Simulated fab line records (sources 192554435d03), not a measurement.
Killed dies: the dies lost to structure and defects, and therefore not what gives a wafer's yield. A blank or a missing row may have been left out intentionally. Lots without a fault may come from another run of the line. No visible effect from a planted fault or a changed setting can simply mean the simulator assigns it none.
Lot-split experiment || flow n5_finfet || 21 wafers read across 7 lots, on a route 1938 steps long

THE SPLIT ITSELF
At N5_BEOL_M1_ETCH_64 (etches SOC in N2/H2, target depth 75 nm, overetch 15 nm, time 112.5 s), the setting source_w was moved away from the recipe's 840 W on 9 of the 21 wafers read, by -12.2% to +16.9%. This setting was run at the recipe's value on the other wafers.

The reading comes from the split's own step.

THE READING
rf_vpp_V, in V, at N5_BEOL_M1_ETCH_64 (etches SOC in N2/H2, target depth 75 nm, overetch 15 nm, time 112.5 s). Typical for fault-free wafers on this fab line: 522.7 V, with standard deviation 2.5 V.

{"wafer": "L078.1", "tool, chamber at the split": "rie_diel-06, 1", "source_w as run, W": 785.6, "against the recipe": "-6.5%", "rf_vpp_V, V": 530.9, "against lot-mates on the recipe": "+10.9"}
{"wafer": "L078.2", "tool, chamber at the split": "rie_diel-06, 2", "source_w as run, W": 840, "against the recipe": "recipe", "rf_vpp_V, V": 519.3, "against lot-mates on the recipe": "-"}
{"wafer": "L078.3", "tool, chamber at the split": "rie_diel-06, 0", "source_w as run, W": 840, "against the recipe": "recipe", "rf_vpp_V, V": 520.8, "against lot-mates on the recipe": "-"}
{"wafer": "L081.2", "tool, chamber at the split": "rie_diel-03, 3", "source_w as run, W": 840, "against the recipe": "recipe", "rf_vpp_V, V": 520.8, "against lot-mates on the recipe": "-"}
{"wafer": "L081.4", "tool, chamber at the split": "rie_diel-03, 2", "source_w as run, W": 840, "against the recipe": "recipe", "rf_vpp_V, V": 520.0, "against lot-mates on the recipe": "-"}
{"wafer": "L081.5", "tool, chamber at the split": "rie_diel-03, 1", "source_w as run, W": 737.4, "against the recipe": "-12.2%", "rf_vpp_V, V": 547.5, "against lot-mates on the recipe": "+27.1"}
{"wafer": "L082.1", "tool, chamber at the split": "rie_diel-06, 0", "source_w as run, W": 840, "against the recipe": "recipe", "rf_vpp_V, V": 524.0, "against lot-mates on the recipe": "-"}
{"wafer": "L082.5", "tool, chamber at the split": "rie_diel-06, 0", "source_w as run, W": 840, "against the recipe": "recipe", "rf_vpp_V, V": 521.0, "against lot-mates on the recipe": "-"}
{"wafer": "L082.6", "tool, chamber at the split": "rie_diel-06, 1", "source_w as run, W": 840, "against the recipe": "recipe", "rf_vpp_V, V": 519.2, "against lot-mates on the recipe": "-"}
{"wafer": "L087.1", "tool, chamber at the split": "rie_diel-06, 1", "source_w as run, W": 840, "against the recipe": "recipe", "rf_vpp_V, V": 521.3, "against lot-mates on the recipe": "-"}
{"wafer": "L087.3", "tool, chamber at the split": "rie_diel-06, 0", "source_w as run, W": 882.5, "against the recipe": "+5.1%", "rf_vpp_V, V": 513.8, "against lot-mates on the recipe": -7.2}
{"wafer": "L087.4", "tool, chamber at the split": "rie_diel-06, 3", "source_w as run, W": 840, "against the recipe": "recipe", "rf_vpp_V, V": 520.6, "against lot-mates on the recipe": "-"}
{"wafer": "L088.1", "tool, chamber at the split": "rie_diel-06, 1", "source_w as run, W": 982, "against the recipe": "+16.9%", "rf_vpp_V, V": 493.5, "against lot-mates on the recipe": "no lot-mate on the recipe"}
{"wafer": "L088.4", "tool, chamber at the split": "rie_diel-06, 0", "source_w as run, W": 982, "against the recipe": "+16.9%", "rf_vpp_V, V": 497.3, "against lot-mates on the recipe": "no lot-mate on the recipe"}
{"wafer": "L088.6", "tool, chamber at the split": "rie_diel-06, 1", "source_w as run, W": 982, "against the recipe": "+16.9%", "rf_vpp_V, V": 493.6, "against lot-mates on the recipe": "no lot-mate on the recipe"}
{"wafer": "L090.2", "tool, chamber at the split": "rie_diel-03, 1", "source_w as run, W": 981.2, "against the recipe": "+16.8%", "rf_vpp_V, V": 497.9, "against lot-mates on the recipe": "no lot-mate on the recipe"}
{"wafer": "L090.4", "tool, chamber at the split": "rie_diel-03, 2", "source_w as run, W": 981.2, "against the recipe": "+16.8%", "rf_vpp_V, V": 494.0, "against lot-mates on the recipe": "no lot-mate on the recipe"}
{"wafer": "L090.5", "tool, chamber at the split": "rie_diel-03, 0", "source_w as run, W": 981.2, "against the recipe": "+16.8%", "rf_vpp_V, V": 495.9, "against lot-mates on the recipe": "no lot-mate on the recipe"}
{"wafer": "L097.1", "tool, chamber at the split": "rie_diel-05, 3", "source_w as run, W": 840, "against the recipe": "recipe", "rf_vpp_V, V": 524.4, "against lot-mates on the recipe": "-"}
{"wafer": "L097.5", "tool, chamber at the split": "rie_diel-05, 1", "source_w as run, W": 840, "against the recipe": "recipe", "rf_vpp_V, V": 526.0, "against lot-mates on the recipe": "-"}
{"wafer": "L097.6", "tool, chamber at the split": "rie_diel-05, 0", "source_w as run, W": 840, "against the recipe": "recipe", "rf_vpp_V, V": 525.1, "against lot-mates on the recipe": "-"}

FIT RESULTS
A straight line over all 21 wafers: rf_vpp_V changes by -1.63 V for each +1% of source_w; r = -0.99; the points scatter about the line by 2.5 V.
The same after taking each lot's own level away (the mean of its wafers on the recipe; 15 wafers): -2 V for each +1%; r = -0.98; scatter 1.6 V.
On that fit, the largest move of source_w shifts the reading by 34 V.
The span of the lots' own levels, 520.05 to 525.17 V, comes to 2.0 times the standard deviation stated above.
So the slope is not independent of the lot-to-lot level: the two fits are not the same.
Check: with one of the wafers moved furthest among these (-12.2%) left out of the fit, the line predicts +19.3 V for it against its lot-mates. It came out at +27.1 V against them.
Tool readings at the split's step, against how far the setting was moved: rf_vpp_V r = -0.99.

ADDITIONAL SPLITS CARRIED BY THESE WAFERS
These wafers also went through other splits before the reading. Each is held against what the fit with the lots' levels taken away leaves over:
{"other split on the same wafers": "N5_SDB_HM_DEP_00 time_s", "wafers away from the commonest value": 9, "r with rf_vpp_V (lot level and that fit taken away)": -0.24}
{"other split on the same wafers": "N5_GATE_CUT_ETCH_58 time_s", "wafers away from the commonest value": 10, "r with rf_vpp_V (lot level and that fit taken away)": -0.31}
{"other split on the same wafers": "N5_GATE_CUT_ALD_22 ald_cycles", "wafers away from the commonest value": 6, "r with rf_vpp_V (lot level and that fit taken away)": -0.70}
{"other split on the same wafers": "N5_GATE_CUT_CMP_23 platen_rpm", "wafers away from the commonest value": 7, "r with rf_vpp_V (lot level and that fit taken away)": -0.33}
{"other split on the same wafers": "N5_MOL_CONTACT_COAG_COAT_76 spin_rpm", "wafers away from the commonest value": 7, "r with rf_vpp_V (lot level and that fit taken away)": -0.13}
{"other split on the same wafers": "N5_BEOL_M0_CUTY_COAT_51 spin_rpm", "wafers away from the commonest value": 4, "r with rf_vpp_V (lot level and that fit taken away)": -0.15}
{"other split on the same wafers": "N5_BEOL_M1_ETCH_74 bias_w", "wafers away from the commonest value": 5, "r with rf_vpp_V (lot level and that fit taken away)": "+0.41"}

FILE'S OWN FIT
rf_vpp_V changes by -2.02 V for each +1% of source_w, r = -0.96.
